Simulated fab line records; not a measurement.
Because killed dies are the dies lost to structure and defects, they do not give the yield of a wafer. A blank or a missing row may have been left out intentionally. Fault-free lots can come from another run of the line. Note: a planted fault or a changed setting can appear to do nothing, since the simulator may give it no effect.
Chamber matching -- flow n5-finfet -- N5_ZERO_LAYER_ETCH_17 on rie-diel-01 has 4 sister chambers
The step etches SiO2 in CF4, target depth 12 nm, time 13.3 s. 14 wafers are shown with their chamber, then 7 later ones without.

## WAFERS WITH THEIR CHAMBER
wafer,chamber,drypump-motor-current-A (A),showerhead-plenum-p-Torr (Torr),throttle-valve-pct (%)
L074.3,0,5.5,2.29,15.62
L074.4,3,5.7,2.23,15.50
L074.5,2,6.4,2.07,15.44
L075.2,1,6.3,2.24,15.17
L075.5,3,5.7,2.23,15.52
L075.6,0,5.4,2.28,15.65
L080.3,2,6.4,2.06,15.47
L080.4,0,5.4,2.28,15.66
L080.5,0,5.5,2.28,15.65
L083.2,0,5.5,2.28,15.66
L083.5,1,6.3,2.23,15.20
L083.6,2,6.4,2.06,15.46
L089.1,3,5.7,2.22,15.57
L089.4,2,6.4,2.06,15.50

SIGNATURES, as means of the wafers listed above
reading,chamber 0,chamber 1,chamber 2,chamber 3,scatter within a chamber
drypump-motor-current-A,5.460,6.300,6.400,5.700,0.0346
showerhead-plenum-p-Torr,2.2820,2.2350,2.0625,2.2267,0.00521
throttle-valve-pct,15.6480,15.1850,15.4675,15.5300,0.0245
Rule: for each reading, subtract the chamber's mean from the wafer's reading, divide by that reading's scatter and square the result; add these up over the readings and take the root, which gives the wafer's distance from the chamber. If the next closest chamber is less than 2 further off than the closest, the wafer can't be placed; otherwise it belongs to the closest. The scatter: the root of (the sum of the squares of (reading less its chamber's mean) over the shown wafers, divided by (wafers less chambers)).

## WAFERS WITH NO CHAMBER GIVEN
wafer,drypump-motor-current-A (A),showerhead-plenum-p-Torr (Torr),throttle-valve-pct (%)
L089.5,5.7,2.22,15.56
L092.2,6.4,2.06,15.51
L092.3,5.5,2.27,15.68
L092.4,6.3,2.23,15.24
L093.1,6.3,2.23,15.23
L093.3,5.5,2.27,15.72
L093.6,5.5,2.27,15.71

## CHAMBER TAKEN BY EACH
wafer,from the rows above,in truth
L089.5,3,3
L092.2,2,2
L092.3,0,0
L092.4,1,1
L093.1,1,1
L093.3,0,0
L093.6,0,0
Correct placement for 7 of the 7. Can't be placed from these rows: 0. Wrongly placed: 0.
